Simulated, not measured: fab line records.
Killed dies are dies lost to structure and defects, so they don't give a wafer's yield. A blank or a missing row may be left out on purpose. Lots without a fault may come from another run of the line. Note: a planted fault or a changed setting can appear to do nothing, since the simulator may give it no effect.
Which of the tools did it?    flow nand_harc    14 lots, 42 wafers sampled, at 4 steps of a route of 1159

== WHAT THE GAUGES SHOWED, per wafer ==
Not one reading of a measure or inspect step in the record can be checked against a usual standard deviation.

== EACH LOT AND THE TOOL THAT RAN IT (in order: tool; ch and the chambers of the sampled wafers; start) ==
lot   NHARC_A_M1_DEGAS_29           NHARC_A_BONDPAD_DEVELOP_08         NHARC_A_BONDPAD_DEGAS_25      NHARC_A_BONDPAD_PRE_CLEAN_26
L898  pvd_sputter-02, day 17 23:55  litho_track-03 ch 0, day 18 03:00  pvd_sputter-03, day 18 04:36  pvd_sputter-03, no start
L899  pvd_sputter-01, day 18 01:46  litho_track-03 ch 0, day 18 05:00  pvd_sputter-01, day 18 06:24  pvd_sputter-01, no start
L896  pvd_sputter-02, day 19 02:22  litho_track-02 ch 0, day 19 05:00  pvd_sputter-01, day 19 07:01  pvd_sputter-01, no start
L906  pvd_sputter-03, day 21 01:29  litho_track-05, day 21 04:00       pvd_sputter-01, day 21 06:01  pvd_sputter-01, no start
L908  pvd_sputter-01, day 21 02:38  litho_track-02, day 21 06:00       pvd_sputter-03, day 21 07:20  pvd_sputter-03, no start
L912  pvd_sputter-01, day 21 14:09  litho_track-03 ch 0, day 21 17:00  pvd_sputter-03, day 21 18:50  pvd_sputter-03, no start
L911  pvd_sputter-01, day 21 20:33  litho_track-05 ch 0, day 21 23:00  pvd_sputter-01, day 22 01:14  pvd_sputter-01, no start
L910  pvd_sputter-03, day 22 01:38  litho_track-03 ch 0, day 22 05:00  pvd_sputter-02, day 22 06:50  pvd_sputter-02, no start
L913  pvd_sputter-01, day 22 05:42  litho_track-03 ch 0, day 22 09:00  pvd_sputter-02, day 22 10:22  pvd_sputter-02, no start
L914  pvd_sputter-03, day 22 07:26  litho_track-03 ch 0, day 22 10:00  pvd_sputter-03, day 22 11:58  pvd_sputter-03, no start
L915  pvd_sputter-02, day 22 13:28  litho_track-05 ch 0, day 22 17:00  pvd_sputter-03, day 22 18:52  pvd_sputter-03, no start
L916  pvd_sputter-01, day 23 07:35  litho_track-03 ch 0, day 23 10:00  pvd_sputter-01, day 23 12:13  pvd_sputter-01, no start
L917  pvd_sputter-02, day 23 11:15  litho_track-02 ch 0, day 23 14:00  pvd_sputter-02, day 23 16:05  pvd_sputter-02, no start
L918  pvd_sputter-02, day 23 12:02  litho_track-05 ch 0, day 23 15:00  pvd_sputter-03, day 23 16:47  pvd_sputter-03, no start
- NHARC_A_M1_DEGAS_29: time 60 s.
- NHARC_A_BONDPAD_DEVELOP_08: time 50 s.
- NHARC_A_BONDPAD_DEGAS_25: time 60 s.
- NHARC_A_BONDPAD_PRE_CLEAN_26: time 30 s.

== AS READ BY THE TOOLS THEMSELVES (means over the sampled wafers that have a number; for cases with no such wafer, the mark the record gives instead) ==
NHARC_A_M1_DEGAS_29. Usual: heater_power_w at 307 W, with a standard deviation of 23.
lot   tool            heater_power_w (W)  flag
L898  pvd_sputter-02  332                 
L899  pvd_sputter-01  306                 
L896  pvd_sputter-02  313                 
L906  pvd_sputter-03  327                 
L908  pvd_sputter-01  293                 
L912  pvd_sputter-01  299                 
L911  pvd_sputter-01  306                 
L910  pvd_sputter-03  280                 
L913  pvd_sputter-01  302                 
L914  pvd_sputter-03  322                 
L915  pvd_sputter-02  308                 
L916  pvd_sputter-01  303                 
L917  pvd_sputter-02  319                 
L918  pvd_sputter-02  321                 

NHARC_A_BONDPAD_DEVELOP_08. Usual: chill_plate_temp_C 22.99 C, standard deviation 0.1; developer_temp_C 22.01 C, standard deviation 0.098.
lot   tool            chill_plate_temp_C (C)  developer_temp_C (C)  flag
L898  litho_track-03  23.00                   21.96                 
L899  litho_track-03  23.08                   21.96                 
L896  litho_track-02  23.03                   21.98                 
L906  litho_track-05  -                       -                     OFF
L908  litho_track-02  -                       -                     OFF
L912  litho_track-03  22.95                   22.02                 
L911  litho_track-05  22.91                   21.92                 
L910  litho_track-03  22.97                   22.07                 
L913  litho_track-03  22.92                   22.01                 
L914  litho_track-03  23.06                   21.89                 
L915  litho_track-05  23.05                   22.04                 
L916  litho_track-03  22.86                   21.91                 
L917  litho_track-02  23.09                   22.02                 
L918  litho_track-05  22.88                   22.02                 

NHARC_A_BONDPAD_DEGAS_25. Usual: heater_power_w at 429 W, with a standard deviation of 33.
lot   tool            heater_power_w (W)  flag
L898  pvd_sputter-03  423                 
L899  pvd_sputter-01  403                 
L896  pvd_sputter-01  400                 
L906  pvd_sputter-01  425                 
L908  pvd_sputter-03  456                 
L912  pvd_sputter-03  431                 
L911  pvd_sputter-01  417                 
L910  pvd_sputter-02  458                 
L913  pvd_sputter-02  447                 
L914  pvd_sputter-03  437                 
L915  pvd_sputter-03  444                 
L916  pvd_sputter-01  434                 
L917  pvd_sputter-02  427                 
L918  pvd_sputter-03  422                 

NHARC_A_BONDPAD_PRE_CLEAN_26. Usual: heater_power_w at 376 W, with a standard deviation of 29.
lot   tool            heater_power_w (W)  flag
L898  pvd_sputter-03  371                 
L899  pvd_sputter-01  377                 
L896  pvd_sputter-01  384                 
L906  pvd_sputter-01  367                 
L908  pvd_sputter-03  390                 
L912  pvd_sputter-03  364                 
L911  pvd_sputter-01  364                 
L910  pvd_sputter-02  385                 
L913  pvd_sputter-02  382                 
L914  pvd_sputter-03  409                 
L915  pvd_sputter-03  380                 
L916  pvd_sputter-01  382                 
L917  pvd_sputter-02  388                 
L918  pvd_sputter-03  357                 

== THE ANSWER, worked out from the rows above alone ==
Rule: a lot counts as off when the mean over its wafers that have a number is more than 3 standard deviations away from the usual mean. A lot without any number at a reading at which 4 lots or more have one is off too. Any other lot the step has rows for is counted as sound. After the gauges, taken in route order, come the tools' own readings; for these a lot's mean is taken, as printed above. At the first step where some lot is off, the reading lying furthest off is the one used; lots without a number count as furthest.
Off at NHARC_A_BONDPAD_DEVELOP_08 (chill_plate_temp_C): L906, L908. Without a number there: L906, L908.
A tool fits if, at that step or a process step before it, it ran every lot that is off, and no sound lot after the first of them. No candidate that was tried fits.

== WHAT THE SIMULATOR HAD PUT IN ==
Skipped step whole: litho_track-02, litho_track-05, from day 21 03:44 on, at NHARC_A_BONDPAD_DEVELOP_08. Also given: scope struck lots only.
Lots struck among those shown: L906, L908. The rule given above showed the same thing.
